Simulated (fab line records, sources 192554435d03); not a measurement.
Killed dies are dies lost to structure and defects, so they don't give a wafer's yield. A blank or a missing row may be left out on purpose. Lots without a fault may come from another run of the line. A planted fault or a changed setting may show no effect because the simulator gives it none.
Chamber matching | flow n5_finfet | N5_BEOL_M5_DESCUM_16 on rie_diel-01: 4 sister chambers
The step chemistry O2, time 7 s. 4 wafers are shown with their chamber, then 9 later ones without.

WAFERS WITH THEIR CHAMBER
wafer  | chamber | drypump_motor_current_A (A)
L082.6 | 0       | 4.9
L085.3 | 1       | 5.8
L088.5 | 3       | 5.6
L088.6 | 2       | 5.2

WAFERS WITHOUT THEIR CHAMBER
wafer  | drypump_motor_current_A (A)
L091.2 | 5.6
L091.5 | 5.8
L091.6 | 5.2
L096.3 | 4.9
L096.4 | 4.9
L096.6 | 5.2
L097.2 | 5.0
L097.3 | 5.6
L097.5 | 5.0

WHICH CHAMBER EACH WENT THROUGH
wafer  | from the rows above | in truth
L091.2 | 3                   | 3
L091.5 | 1                   | 1
L091.6 | 2                   | 2
L096.3 | 0                   | 0
L096.4 | 0                   | 0
L096.6 | 2                   | 2
L097.2 | 0                   | 0
L097.3 | 3                   | 3
L097.5 | 0                   | 0
Placed correctly: 9 of 9. Can't be placed from these rows: 0. Placed wrongly: 0.
How it was worked out, from the rows above alone: a wafer's distance from a chamber is the root of the sum, over the readings, of the square of ((its reading less the chamber's mean) divided by the reading's scatter). The wafer belongs to the nearest chamber; if the next one is less than 2 further off, it can't be placed. A chamber's mean is the mean of its shown wafers. The scatter: with one shown wafer a chamber, the root of the mean of the squares of how far each hidden wafer lies from its nearest shown one.
